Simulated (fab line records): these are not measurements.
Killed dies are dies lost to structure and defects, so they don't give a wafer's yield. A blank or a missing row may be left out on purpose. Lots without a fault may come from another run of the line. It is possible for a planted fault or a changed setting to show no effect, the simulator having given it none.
fab line records	flow nandHarc
record: lots: 24	wafers: 72	lastDay: 26
route steps=1159 shown P_ZERO_WELL@68 P_STI@87 P_GATE@122
lots that met no fault: from a run of the same line without faults
startH: start of the lot's first displayed wafer, in hours after the record's first day	waitH: hours from the lot's prior step to this one	" repeats the value in the row above	L1.1+2: a row that stands for several wafers	- no value present, or no start provided	* or withheld: withheld	< > ~ a bound
route shown NAME@n: a module of which the file shows steps, and the number in the route of the first	usual: mean/standard deviation of fault-free wafers	same: alike in all rows	chamber/n: place in a boat	sites: each site's reading	_std_site: standard deviation across them	_edge_site: mean of outer sites minus mean of inner sites	radiusMm: how far each site lies from the wafer's centre	mask NAME#n: copy n	behind: the most recent tool/chamber to have shaped the wafer	hold: cause of the lot's hold/its duration in hours/its outcome	device: the n, p or np transistor that did not switch	end of line: tests run on the same wafers once the route is complete	step lacking rows: just its recipe	killed: not the wafer's yield, but the dies lost to structure and defects at the first sort	map: a wafer's dies, marking killed ones x, the rest . and places with no die _
set.NAME: setting as actually run; set.NAME@STEP: the setting as run at that earlier step	model.NAME: the simulator's own value behind a step, which no gauge read
route steps across a sampled set of lots; one table per step, one row per wafer
services: from which hour (startH, from the record's first day; less than 0 if before it) a tool's chamber was out of use, for how many hours, and why
== steps ==
step: NHARC_P_ZERO_WELL_INSPECT_43
usual: rawDefectCount: 14/6.7
lot.wafer	tool	chamber	startH	waitH	rawDefectCount
L074.1	defectInspect-01	-	19.52	0.6	14
L074.3	"	-	"	"	8
L074.6	"	-	"	"	10
L075.3	defectInspect-02	-	25.46	0.4	6
L075.4	"	-	"	"	9
L075.5	"	-	"	"	12
L076.1	defectInspect-01	-	32.00	0.6	30
L076.3	"	-	"	"	20
L076.6	"	-	"	"	18
L077.3	defectInspect-01	-	38.27	0.7	10
L077.5	"	-	"	"	23
L077.6	"	-	"	"	25
L078.1	defectInspect-02	-	44.00	0.6	8
L078.3	"	-	"	"	7
L078.5	"	-	"	"	10
L079.2	defectInspect-02	-	49.55	0.5	10
L079.3	"	-	"	"	16
L079.4	"	-	"	"	12
L080.1	defectInspect-02	-	56.07	0.6	7
L080.4	"	-	"	"	7
L080.5	"	-	"	"	10
L081.4	defectInspect-02	-	61.78	0.3	5
L081.5	"	-	"	"	17
L081.6	"	-	"	"	12
L082.3	defectInspect-01	-	67.47	0.4	16
L082.5	"	-	"	"	9
L082.6	"	-	"	"	8
L083.1	defectInspect-01	-	73.46	0.6	14
L083.3	"	-	"	"	20
L083.5	"	-	"	"	7
L084.1	defectInspect-01	-	79.56	0.6	4
L084.3	"	-	"	"	6
L084.6	"	-	"	"	29
L085.3	defectInspect-01	-	85.30	0.4	26
L085.4	"	-	"	"	24
L085.6	"	-	"	"	19
L086.2	defectInspect-01	-	91.81	0.5	12
L086.3	"	-	"	"	25
L086.4	"	-	"	"	27
L087.1	defectInspect-02	-	97.42	0.6	7
L087.3	"	-	"	"	13
L087.5	"	-	"	"	10
L088.1	defectInspect-02	-	103.77	0.6	8
L088.2	"	-	"	"	31
L088.6	"	-	"	"	17
L089.1	defectInspect-02	-	109.32	0.6	15
L089.2	"	-	"	"	16
L089.5	"	-	"	"	23
L090.1	defectInspect-01	-	115.62	0.6	23
L090.3	"	-	"	"	28
L090.6	"	-	"	"	19
L091.3	defectInspect-02	-	121.72	0.4	6
L091.4	"	-	"	"	16
L091.5	"	-	"	"	18
L093.4	defectInspect-01	-	133.48	0.2	16
L093.5	"	-	"	"	17
L093.6	"	-	"	"	18
L092.2	defectInspect-01	-	136.01	0.5	8
L092.3	"	-	"	"	12
L092.5	"	-	"	"	5
L094.1	defectInspect-01	-	139.71	0.6	6
L094.4	"	-	"	"	7
L094.6	"	-	"	"	12
L095.1	defectInspect-02	-	145.59	0.6	18
L095.2	"	-	"	"	20
L095.4	"	-	"	"	6
L096.3	defectInspect-02	-	151.62	0.4	14
L096.5	"	-	"	"	16
L096.6	"	-	"	"	21
L097.1	defectInspect-02	-	157.59	0.6	17
L097.2	"	-	"	"	10
L097.6	"	-	"	"	5
step: NHARC_P_STI_DESCUM_14
recipe: timeS: 3	o2FlowSccm: 200	arFlowSccm: 0	biasPowerW: 0	chemistry: O2
usual: chamberPressureMTorr: 60.00/0.05	drypumpMotorCurrentA: 5.9/0.37	oesProductAu: 0.997/0.012	rfVppV: 57.9/0.77	showerheadPlenumPTorr: 1.95/0.082	throttleValvePct: 11.312/0.0086
lot.wafer	tool	chamber	startH	waitH	chamberPressureMTorr	drypumpMotorCurrentA	oesProductAu	rfHoursCounterH	rfVppV	showerheadPlenumPTorr	throttleValvePct
L074.3	rieDiel-09	3	36.10	-	60.03	5.5	0.989	8.1	58.2	2.03	11.319
L074.1	"	0	"	"	59.95	5.3	0.979	8.4	57.8	2.00	11.317
L074.6	"	3	"	"	59.97	5.5	0.992	-	57.8	2.03	11.297
L076.1	rieDiel-03	3	47.68	-	59.97	5.6	1.002	0	56.7	1.94	11.309
L076.3	"	0	"	"	60.07	6.3	0.994	0	57.9	1.91	11.317
L076.6	"	1	"	"	59.93	5.7	1.008	-	57.6	2.03	11.307
L075.3	rieDiel-09	3	47.71	-	59.99	5.5	0.976	8.2	57.5	2.03	11.303
L075.4	"	1	"	"	59.89	6.5	1.007	8.3	57.5	1.99	11.318
L075.5	"	3	"	"	60.04	5.5	0.976	-	56.9	2.03	11.311
L077.3	rieDiel-09	0	59.67	-	60.01	5.3	0.986	8.9	58.4	2.00	11.316
L077.5	"	2	"	"	60.09	6.2	0.990	-	59.1	2.03	11.300
L077.6	"	3	"	"	60.01	5.5	0.988	-	56.0	2.03	11.311
L078.3	rieDiel-03	1	59.79	-	59.98	5.7	1.004	0.6	58.6	2.03	11.313
L078.1	"	0	"	"	60.03	6.3	0.993	0.5	58.3	1.91	11.314
L078.5	"	1	"	"	59.98	5.7	1.002	-	56.5	2.03	11.336
L079.2	rieDiel-03	0	65.82	-	60.02	6.3	0.995	0.8	57.3	1.91	11.317
L079.4	"	1	"	"	59.98	5.7	1.015	0.8	57.5	2.03	11.315
L079.3	"	3	"	"	59.97	5.6	1.018	0.5	57.5	1.94	11.314
L080.1	rieDiel-02	3	71.71	-	59.92	6.0	1.002	2.3	57.5	1.80	11.312
L080.4	"	2	"	"	60.06	5.4	0.981	-	57.9	1.89	11.298
L080.5	"	0	"	"	59.95	5.7	1.004	-	57.8	1.95	11.315
L081.4	rieDiel-03	1	79.03	-	60.08	5.7	1.007	1.3	57.5	2.03	11.324
L081.5	"	2	"	"	59.97	5.7	0.991	-	58.5	1.80	11.316
L081.6	"	3	"	"	59.97	5.5	1.001	-	58.2	1.94	11.302
L082.3	rieDiel-03	1	83.18	-	60.08	5.7	1.010	1.4	58.4	2.03	11.304
L082.6	"	2	"	"	60.00	5.8	0.985	-	57.0	1.80	11.305
L082.5	"	3	"	"	60.01	5.6	1.010	-	58.1	1.94	11.317
L083.3	rieDiel-03	3	89.17	-	60.02	5.6	0.999	1.2	57.0	1.94	11.308
L083.1	"	1	"	"	60.04	5.7	1.016	1.5	59.6	2.03	11.320
L083.5	"	2	"	"	60.01	5.7	0.991	-	57.1	1.80	11.314
L084.1	rieDiel-03	3	95.24	-	59.90	5.6	1.008	1.3	59.5	1.94	11.323
L084.3	"	0	"	"	59.98	6.3	1.004	1.6	59.0	1.91	11.318
L084.6	"	0	"	"	59.91	6.3	0.992	-	57.9	1.91	11.311
L085.3	rieDiel-09	2	101.13	-	60.07	6.2	0.985	1.9	56.7	2.03	11.317
L085.4	"	3	"	"	60.01	5.5	0.988	1.9	58.0	2.03	11.305
L085.6	"	3	"	"	60.03	5.5	1.004	-	57.9	2.03	11.306
L087.1	rieDiel-02	3	109.83	-	60.04	6.1	0.979	3.0	57.8	1.80	11.315
L087.3	"	0	"	"	59.99	5.6	1.006	2.7	58.3	1.95	11.312
L087.5	"	0	"	"	60.01	5.7	1.005	-	57.2	1.95	11.317
L086.2	rieDiel-09	2	110.00	-	60.01	6.2	0.984	2.3	57.5	2.03	11.299
L086.4	"	0	"	"	59.99	5.3	0.997	2.7	58.1	2.00	11.300
L086.3	"	1	"	"	59.89	6.6	0.982	2.0	57.2	1.99	11.323
L088.1	rieDiel-09	3	120.79	-	59.94	5.5	1.000	3.5	57.5	2.03	11.325
L088.2	"	0	"	"	59.99	5.3	0.994	3.8	57.5	2.00	11.311
L088.6	"	2	"	"	59.97	6.2	0.998	-	59.2	2.03	11.308
L089.2	rieDiel-02	1	125.03	-	59.95	6.2	1.022	2.5	57.3	1.87	11.311
L089.1	"	2	"	"	60.01	5.4	0.998	3.2	57.2	1.89	11.315
L089.5	"	0	"	"	59.97	5.7	1.014	-	57.8	1.95	11.286
L090.1	rieDiel-03	1	132.11	-	59.93	5.7	1.017	3.1	58.5	2.03	11.310
L090.3	"	2	"	"	60.00	5.8	1.009	2.8	56.7	1.80	11.315
L090.6	"	2	"	"	60.12	5.8	1.007	-	58.1	1.80	11.317
L091.4	rieDiel-09	2	137.35	-	60.05	6.2	0.992	4.2	57.7	2.03	11.312
L091.3	"	3	"	"	59.91	5.5	1.001	4.0	58.7	2.03	11.309
L091.5	"	1	"	"	59.99	6.5	0.971	-	58.0	1.98	11.309
L093.4	rieDiel-09	0	152.42	-	59.93	5.3	0.990	5.1	57.5	2.00	11.314
L093.5	"	1	"	"	60.11	6.6	0.978	-	57.4	1.98	11.321
L093.6	"	2	"	"	60.00	6.2	0.983	-	57.7	2.03	11.296
L092.2	rieDiel-09	2	152.57	-	59.99	6.2	0.981	5.0	58.3	2.03	11.309
L092.3	"	0	"	"	60.04	5.3	0.982	5.1	57.1	2.00	11.314
L092.5	"	2	"	"	59.99	6.2	0.988	-	59.0	2.03	11.323
L094.4	rieDiel-03	2	152.64	-	59.98	5.7	1.005	3.9	58.0	1.80	11.326
L094.1	"	3	"	"	59.96	5.6	0.997	3.6	57.3	1.94	11.306
L094.6	"	1	"	"	59.97	5.7	1.013	-	58.1	2.03	11.322
L095.1	rieDiel-09	2	162.81	-	60.01	6.2	0.986	5.8	57.9	2.03	11.315
L095.4	"	0	"	"	59.98	5.3	0.982	5.8	58.7	2.00	11.307
L095.2	"	1	"	"	60.08	6.6	0.963	5.5	57.2	1.98	11.311
L096.3	rieDiel-03	3	167.16	-	60.00	5.6	1.013	4.1	59.1	1.94	11.313
L096.5	"	1	"	"	59.94	5.7	1.023	-	58.4	2.03	11.312
L096.6	"	2	"	"	59.94	5.8	1.010	-	56.4	1.80	11.316
L097.2	rieDiel-03	0	174.81	-	59.95	6.3	0.994	4.7	58.2	1.91	11.319
L097.1	"	3	"	"	60.08	5.5	1.008	4.3	58.1	1.94	11.315
L097.6	"	1	"	"	59.99	5.7	1.016	-	57.6	2.03	11.305
step: NHARC_P_STI_CMP_21
recipe: tOverpolishS: 20	targetThkNm: 380.67
usual: motorCurrentA: 11.7/1.1	overpolishRunS: 20.002/0.0085
lot.wafer	tool	chamber	startH	waitH	motorCurrentA	overpolishRunS
L074.1	cmp-02	2	58.56	0.5	10.7	19.995
L074.3	"	3	"	"	10.7	20.001
L074.6	"	3	"	"	10.6	19.995
L075.3	cmp-01	1	66.14	0.4	11.6	20.000
L075.4	"	0	"	"	12.5	19.997
L075.5	"	2	"	"	13.6	20.001
L076.3	cmp-03	2	66.15	0.4	14.2	20.013
L076.1	"	3	"	"	11.4	20.006
L076.6	"	3	"	"	10.8	20.021
L078.3	cmp-02	0	79.29	0.4	11.2	20.001
L078.1	"	1	"	"	12.9	19.988
L078.5	"	1	"	"	11.9	19.991
L077.3	cmp-03	0	79.34	0.4	12.1	20.004
L077.6	"	2	"	"	14.1	20.005
L077.5	"	3	"	"	10.4	19.993
L079.3	cmp-03	3	85.54	0.4	10.7	19.997
L079.4	"	0	"	"	12.5	19.992
L079.2	"	2	"	"	14.0	20.006
L080.1	cmp-03	2	92.35	0.4	14.6	19.997
L080.4	"	1	"	"	10.7	19.988
L080.5	"	3	"	"	11.2	20.007
L081.4	cmp-02	1	100.46	0.4	12.2	19.994
L081.5	"	3	"	"	10.8	20.004
L081.6	"	0	"	"	11.0	19.999
L082.3	cmp-03	2	100.46	0.4	14.0	20.003
L082.6	"	0	"	"	12.6	20.010
L082.5	"	1	"	"	11.1	20.009
L083.1	cmp-02	1	108.67	0.4	11.7	20.004
L083.3	"	0	"	"	11.3	19.994
L083.5	"	1	"	"	12.1	20.002
L084.3	cmp-02	2	115.49	0.4	10.8	20.005
L084.1	"	0	"	"	11.6	20.018
L084.6	"	2	"	"	10.0	20.013
L085.3	cmp-02	1	121.75	0.4	11.9	19.990
L085.4	"	3	"	"	10.6	20.015
L085.6	"	0	"	"	11.7	20.011
L086.4	cmp-02	0	134.32	0.4	11.2	20.001
L086.3	"	1	"	"	11.8	20.017
L086.2	"	3	"	"	11.4	19.997
L087.1	cmp-03	0	134.34	0.4	12.3	19.997
L087.3	"	1	"	"	11.6	20.004
L087.5	"	0	"	"	12.2	19.990
L089.1	cmp-03	2	141.24	0.4	14.6	20.004
L089.2	"	3	"	"	10.8	19.995
L089.5	"	2	"	"	13.6	20.019
L088.1	cmp-02	3	141.29	0.4	11.3	19.990
L088.2	"	0	"	"	11.0	20.003
L088.6	"	2	"	"	11.0	20.015
L091.3	cmp-03	3	153.59	0.4	10.3	20.019
L091.4	"	2	"	"	13.1	20.001
L091.5	"	3	"	"	10.5	19.990
L090.3	cmp-02	1	153.59	0.4	11.9	19.989
L090.1	"	0	"	"	11.4	20.012
L090.6	"	1	"	"	12.0	20.002
L093.4	cmp-03	2	170.95	0.4	13.7	19.995
L093.5	"	2	"	"	13.0	19.992
L093.6	"	3	"	"	10.5	20.003
L092.3	cmp-01	1	170.95	0.4	11.9	19.997
L092.2	"	2	"	"	13.1	20.003
L092.5	"	2	"	"	14.3	20.010
L094.1	cmp-02	1	170.96	0.4	11.5	20.007
L094.4	"	3	"	"	11.0	20.008
L094.6	"	1	"	"	12.4	19.998
L095.4	cmp-03	1	181.39	0.4	11.7	20.014
L095.1	"	2	"	"	14.1	20.002
L095.2	"	0	"	"	12.6	19.999
L096.3	cmp-03	2	187.89	0.4	13.8	20.002
L096.5	"	3	"	"	10.6	19.995
L096.6	"	0	"	"	12.4	20.003
L097.1	cmp-02	0	196.30	0.4	11.6	20.001
L097.2	"	1	"	"	11.6	19.990
L097.6	"	0	"	"	11.4	20.007
step: NHARC_P_GATE_CD_MEAS_11
recipe: targetCdNm: 1640	landingEnergyEv: 500
usual: cdNm: 1640.6/2.1
lot.wafer	tool	chamber	startH	waitH	cdNm
L074.1	cdSem-02	0	75.86	-	1641.6
L074.3	"	0	"	"	1639.4
L074.6	"	0	"	"	1640.5
L075.3	cdSem-02	0	82.77	-	1640.3
L075.4	"	0	"	"	1641.0
L075.5	"	0	"	"	1641.6
L076.1	cdSem-02	0	82.92	-	1642.5
L076.3	"	0	"	"	1639.5
L076.6	"	0	"	"	1639.7
L077.3	cdSem-02	0	95.98	-	1638.9
L077.5	"	0	"	"	1643.1
L077.6	"	0	"	"	1642.3
L078.1	cdSem-02	0	96.01	-	1637.8
L078.3	"	0	"	"	1642.9
L078.5	"	0	"	"	1641.0
L079.2	cdSem-01	0	103.81	-	1643.2
L079.3	"	0	"	"	1643.3
L079.4	"	0	"	"	1640.0
L080.1	cdSem-01	0	112.39	-	1642.9
L080.4	"	0	"	"	1641.6
L080.5	"	0	"	"	1637.4
L081.4	cdSem-01	0	120.78	-	1640.6
L081.5	"	0	"	"	1640.0
L081.6	"	0	"	"	1637.1
L082.3	cdSem-03	0	120.93	-	1641.3
L082.5	"	0	"	"	1644.8
L082.6	"	0	"	"	1639.1
L083.1	cdSem-03	0	125.93	-	1642.3
L083.3	"	0	"	"	1640.6
L083.5	"	0	"	"	1638.0
L084.1	cdSem-03	0	133.31	-	1639.9
L084.3	"	0	"	"	1641.0
L084.6	"	0	"	"	1640.1
L085.3	cdSem-01	0	141.19	-	1642.6
L085.4	"	0	"	"	1636.5
L085.6	"	0	"	"	1639.4
L086.2	cdSem-01	0	153.22	-	1640.6
L086.3	"	0	"	"	1638.0
L086.4	"	0	"	"	1639.8
L087.1	cdSem-03	0	153.38	-	1640.3
L087.3	"	0	"	"	1640.9
L087.5	"	0	"	"	1637.1
L088.1	cdSem-01	0	157.80	-	1642.8
L088.2	"	0	"	"	1639.5
L088.6	"	0	"	"	1641.6
L089.1	cdSem-01	0	157.96	-	1641.5
L089.2	"	0	"	"	1645.9
L089.5	"	0	"	"	1642.3
L090.1	cdSem-02	0	170.74	-	1639.3
L090.3	"	0	"	"	1637.3
L090.6	"	0	"	"	1638.0
L091.3	cdSem-03	0	170.91	-	1638.4
L091.4	"	0	"	"	1642.7
L091.5	"	0	"	"	1639.9
L093.4	cdSem-03	0	189.15	-	1637.1
L093.5	"	0	"	"	1643.7
L093.6	"	0	"	"	1637.8
L092.2	cdSem-02	0	189.30	-	1637.6
L092.3	"	0	"	"	1641.0
L092.5	"	0	"	"	1636.9
L094.1	cdSem-01	0	189.46	-	1641.9
L094.4	"	0	"	"	1636.7
L094.6	"	0	"	"	1642.8
L095.1	cdSem-02	0	202.14	-	1641.7
L095.2	"	0	"	"	1639.9
L095.4	"	0	"	"	1641.3
L096.3	cdSem-01	0	208.04	-	1641.4
L096.5	"	0	"	"	1639.0
L096.6	"	0	"	"	1641.7
L097.1	cdSem-01	0	213.43	-	1642.2
L097.2	"	0	"	"	1642.9
L097.6	"	0	"	"	1643.5
step: NHARC_P_GATE_HM_OPEN_105
recipe: targetDepthA: 3600	o2FlowSccm: 400	cosFlowSccm: 20	arFlowSccm: 0	rfW: 500	biasW: 300	chemistry: O2/COS
usual: chamberPressureMTorr: 20.002/0.019	drypumpMotorCurrentA: 5.8/0.48	oesProductAu: 0.995/0.0096	rfVppV: 467.8/2.8	showerheadPlenumPTorr: 3.16/0.12	throttleValvePct: 28.329/0.0095
lot.wafer	tool	chamber	startH	waitH	chamberPressureMTorr	drypumpMotorCurrentA	oesProductAu	rfHoursCounterH	rfVppV	showerheadPlenumPTorr	throttleValvePct
L074.3	rieDiel-13	2	-	-	20.012	6.1	1.009	30	464.6	2.99	28.316
L074.1	"	3	"	"	19.986	6.2	0.977	30	469.3	3.26	28.341
L074.6	"	1	"	"	20.010	5.2	0.986	-	468.4	3.19	28.325
L075.3	rieDiel-07	1	-	-	19.968	4.7	0.988	13	464.4	3.07	28.326
L075.4	"	0	"	"	20.005	6.7	1.000	-	467.4	3.05	28.321
L075.5	"	3	"	"	20.028	5.6	1.014	-	472.3	3.37	28.318
L076.1	rieDiel-11	0	-	-	19.983	5.8	0.979	31	468.1	3.19	28.330
L076.3	"	2	"	"	19.996	5.5	0.977	30	464.1	2.94	28.350
L076.6	"	1	"	"	20.000	5.5	0.973	-	470.7	3.29	28.334
L078.3	rieDiel-13	3	-	-	20.032	6.2	0.989	1	469.4	3.25	28.315
L078.1	"	0	"	"	19.953	5.6	0.990	2	468.8	3.14	28.346
L078.5	"	3	"	"	20.025	6.2	0.981	-	471.6	3.26	28.333
L077.3	rieDiel-11	2	-	-	19.995	5.5	0.992	36	463.3	2.94	28.325
L077.6	"	0	"	"	19.988	5.8	1.002	-	469.2	3.19	28.320
L077.5	"	1	"	"	20.016	5.5	1.004	-	469.6	3.29	28.327
L079.3	rieDiel-07	0	-	-	20.021	6.6	1.002	21	465.8	3.04	28.331
L079.2	"	2	"	"	20.000	5.9	0.994	6	470.8	3.29	28.324
L079.4	"	2	"	"	19.988	6.0	1.004	-	470.9	3.29	28.311
L080.1	rieDiel-07	0	-	-	20.001	6.7	0.991	25	465.2	3.04	28.334
L080.4	"	1	"	"	19.982	4.7	0.997	20	467.0	3.06	28.333
L080.5	"	3	"	"	19.976	5.6	1.014	-	471.7	3.36	28.337
L082.3	rieDiel-13	1	-	-	19.971	5.2	0.987	6	468.6	3.19	28.311
L082.6	"	2	"	"	20.005	6.0	0.990	-	464.4	2.99	28.343
L082.5	"	3	"	"	20.003	6.2	0.990	-	470.2	3.25	28.340
L081.4	rieDiel-11	2	-	-	20.013	5.5	0.990	42	463.1	2.94	28.327
L081.6	"	1	"	"	20.002	5.5	0.993	-	470.9	3.29	28.324
L081.5	"	2	"	"	20.041	5.5	0.989	-	463.4	2.94	28.334
L083.1	rieDiel-11	2	-	-	20.000	5.5	0.992	45	463.4	2.94	28.345
L083.3	"	3	"	"	19.984	6.6	1.009	45	468.9	3.22	28.345
L083.5	"	2	"	"	20.022	5.5	1.004	-	462.2	2.93	28.326
L084.1	rieDiel-13	3	-	-	20.004	6.2	0.983	9	469.5	3.25	28.343
L084.3	"	0	"	"	19.998	5.6	1.001	9	466.9	3.14	28.314
L084.6	"	0	"	"	20.014	5.6	0.997	-	468.8	3.14	28.309
L085.3	rieDiel-13	1	-	-	19.959	5.2	0.987	11	468.4	3.19	28.352
L085.4	"	2	"	"	19.992	6.0	0.998	11	463.0	2.98	28.348
L085.6	"	0	"	"	19.996	5.6	1.010	-	467.7	3.14	28.318
L086.4	rieDiel-11	0	-	-	19.996	5.8	1.004	57	468.6	3.18	28.319
L086.3	"	1	"	"	20.002	5.5	0.997	58	470.7	3.28	28.336
L086.2	"	2	"	"	20.044	5.5	0.990	57	462.2	2.93	28.320
L087.3	rieDiel-13	3	-	-	19.991	6.2	0.986	12	469.9	3.25	28.335
L087.1	"	2	"	"	20.011	6.1	1.008	12	464.8	2.98	28.311
L087.5	"	0	"	"	20.007	5.6	0.995	-	468.3	3.14	28.333
L088.1	rieDiel-07	2	-	-	20.025	5.9	0.986	22	470.2	3.28	28.335
L088.2	"	0	"	"	20.000	6.7	0.991	40	465.8	3.04	28.339
L088.6	"	1	"	"	19.981	4.7	0.982	-	465.2	3.06	28.316
L089.1	rieDiel-13	1	-	-	19.993	5.2	1.000	12	468.7	3.19	28.337
L089.2	"	2	"	"	20.009	6.0	1.012	12	463.8	2.98	28.318
L089.5	"	1	"	"	20.016	5.3	1.006	-	468.9	3.19	28.326
L091.4	rieDiel-07	1	-	-	19.981	4.8	0.991	39	465.9	3.05	28.327
L091.3	"	0	"	"	20.019	6.8	0.997	44	465.8	3.03	28.318
L091.5	"	1	"	"	19.986	4.7	0.979	-	466.7	3.05	28.340
L090.1	rieDiel-13	0	-	-	20.025	5.6	0.997	15	467.2	3.14	28.343
L090.3	"	2	"	"	20.019	6.0	0.991	14	464.3	2.98	28.321
L090.6	"	0	"	"	19.999	5.6	0.994	-	466.7	3.14	28.333
L094.1	rieDiel-11	1	-	-	19.987	5.5	0.987	2	471.3	3.27	28.317
L094.4	"	3	"	"	19.997	6.6	1.010	2	468.8	3.21	28.331
L094.6	"	2	"	"	20.017	5.5	0.993	-	461.9	2.92	28.322
L092.2	rieDiel-11	3	-	-	20.019	6.6	0.995	2	469.5	3.21	28.322
L092.3	"	0	"	"	20.017	5.8	0.990	2	468.4	3.18	28.327
L092.5	"	2	"	"	19.980	5.5	0.987	-	461.9	2.92	28.340
L093.4	rieDiel-11	2	-	-	19.974	5.5	0.998	2	462.0	2.92	28.314
L093.5	"	2	"	"	20.031	5.5	0.989	-	461.4	2.92	28.318
L093.6	"	3	"	"	20.049	6.6	0.999	-	468.8	3.21	28.328
L095.2	rieDiel-13	0	-	-	19.989	5.6	0.994	21	467.3	3.13	28.307
L095.1	"	1	"	"	20.011	5.2	1.010	20	469.4	3.18	28.336
L095.4	"	2	"	"	20.029	6.0	1.007	20	466.0	2.98	28.330
L096.3	rieDiel-11	1	-	-	19.976	5.5	0.988	8	470.2	3.27	28.330
L096.6	"	3	"	"	20.027	6.6	1.009	-	468.1	3.21	28.330
L096.5	"	0	"	"	20.015	5.8	0.994	-	469.5	3.17	28.330
L097.1	rieDiel-13	3	-	-	20.018	6.2	0.992	24	469.8	3.24	28.333
L097.2	"	1	"	"	19.996	5.2	0.998	23	468.5	3.18	28.323
L097.6	"	1	"	"	20.002	5.2	0.989	-	467.3	3.18	28.326
step: NHARC_P_GATE_STRIP_75
recipe: powerW: 1500	tempC: 250	chemistry: O2
usual: drypumpMotorCurrentA: 5.9/0.39	heaterPowerW: 308/33
lot.wafer	tool	chamber	startH	waitH	drypumpMotorCurrentA	heaterPowerW	rfHoursCounterH
L074.1	plasmaAsher-02	1	104.44	0.2	6.2	262	31
L074.3	"	1	"	"	6.2	264	-
L074.6	"	0	"	"	6.2	304	-
L075.3	plasmaAsher-01	0	110.08	0.2	5.3	314	-
L075.4	"	1	"	"	5.9	362	-
L075.5	"	0	"	"	5.3	328	-
L076.1	plasmaAsher-01	0	111.14	0.2	5.3	319	1
L076.3	"	0	"	"	5.2	317	-
L076.6	"	1	"	"	5.9	350	-
L077.3	plasmaAsher-02	0	125.71	0.1	6.2	316	-
L077.5	"	1	"	"	6.2	263	-
L077.6	"	0	"	"	6.2	316	-
L078.1	plasmaAsher-02	0	126.33	0.3	6.2	311	42
L078.3	"	1	"	"	6.2	264	-
L078.5	"	0	"	"	6.2	319	-
L079.2	plasmaAsher-02	1	132.21	0.3	6.2	270	46
L079.3	"	1	"	"	6.2	260	-
L079.4	"	0	"	"	6.2	310	-
L080.1	plasmaAsher-02	0	143.49	0.2	6.2	309	52
L080.4	"	0	"	"	6.2	308	-
L080.5	"	1	"	"	6.2	259	-
L082.3	plasmaAsher-02	1	148.49	0.2	6.2	260	-
L082.6	"	1	"	"	6.2	262	-
L082.5	"	0	"	"	6.2	315	-
L081.4	plasmaAsher-02	1	151.28	0.1	6.2	263	-
L081.5	"	0	"	"	6.2	303	-
L081.6	"	1	"	"	6.2	264	-
L083.1	plasmaAsher-02	1	156.11	0.2	6.2	268	62
L083.3	"	0	"	"	6.2	314	-
L083.5	"	1	"	"	6.2	265	-
L084.1	plasmaAsher-02	0	163.15	0.3	6.2	303	69
L084.3	"	1	"	"	6.2	267	-
L084.6	"	1	"	"	6.2	263	-
L085.3	plasmaAsher-02	1	171.13	0.2	6.2	269	-
L085.4	"	0	"	"	6.2	306	-
L085.6	"	1	"	"	6.2	262	-
L086.2	plasmaAsher-01	1	179.96	0.2	5.9	351	3
L086.4	"	1	"	"	5.9	351	-
L086.3	"	0	"	"	5.2	319	-
L087.1	plasmaAsher-01	0	180.62	0.2	5.3	321	4
L087.3	"	0	"	"	5.2	320	-
L087.5	"	0	"	"	5.3	321	-
L088.1	plasmaAsher-01	0	187.84	0.3	5.2	313	9
L088.2	"	1	"	"	6.0	361	9
L088.6	"	1	"	"	5.9	344	-
L089.2	plasmaAsher-01	1	188.21	0.2	5.9	345	9
L089.1	"	0	"	"	5.3	309	9
L089.5	"	1	"	"	5.9	341	-
L090.1	plasmaAsher-02	0	200.31	0.2	6.2	315	2
L090.3	"	1	"	"	6.3	251	-
L090.6	"	0	"	"	6.2	313	-
L091.4	plasmaAsher-01	0	200.51	0.2	5.3	312	-
L091.3	"	1	"	"	5.9	352	-
L091.5	"	1	"	"	5.9	348	-
L094.1	plasmaAsher-01	1	217.99	0.3	5.9	352	16
L094.4	"	0	"	"	5.2	318	-
L094.6	"	1	"	"	5.9	356	-
L092.2	plasmaAsher-01	0	218.67	0.3	5.3	319	17
L092.3	"	0	"	"	5.3	324	-
L092.5	"	1	"	"	6.0	363	-
L093.4	plasmaAsher-02	0	218.93	0.1	6.2	306	-
L093.6	"	1	"	"	6.2	257	-
L093.5	"	0	"	"	6.2	307	-
L095.2	plasmaAsher-02	0	229.62	0.3	6.2	311	13
L095.1	"	1	"	"	6.2	253	13
L095.4	"	0	"	"	6.3	314	-
L096.3	plasmaAsher-01	0	235.29	0.1	5.3	322	-
L096.6	"	1	"	"	5.9	349	-
L096.5	"	0	"	"	5.2	330	-
L097.1	plasmaAsher-01	0	243.94	0.2	5.2	322	24
L097.2	"	1	"	"	5.9	356	24
L097.6	"	0	"	"	5.2	319	-
== services ==
tool	chamber	startH	hours	kind
cmp-02	-	30.50	4.0	pm
rieDiel-09	-	35.74	0.2	repair
rieDiel-03	-	38.32	9.0	pm
rieDiel-09	-	49.84	0.6	repair
cmp-03	-	58.12	4.0	pm
rieDiel-03	3	60.57	4.8	repair
plasmaAsher-01	-	71.96	2.7	repair
rieDiel-09	-	77.10	9.0	pm
cmp-02	-	85.02	2.2	repair
cmp-03	-	86.28	0.8	repair
rieDiel-13	-	99.00	9.0	pm
plasmaAsher-01	-	99.24	9.0	pm
plasmaAsher-01	-	115.53	62.5	repair
cmp-02	-	128.50	4.0	pm
cmp-03	-	156.12	4.0	pm
plasmaAsher-02	-	183.00	9.0	pm
rieDiel-03	-	198.44	2.1	repair
rieDiel-09	2	203.33	9.9	repair
rieDiel-09	3	205.37	12.2	repair
rieDiel-03	0	215.06	3.3	repair
rieDiel-03	-	215.32	9.0	pm
rieDiel-13	0	225.81	19.4	repair
cmp-02	-	226.50	4.0	pm
cmp-03	-	243.76	6.6	repair
== key ==
fault none
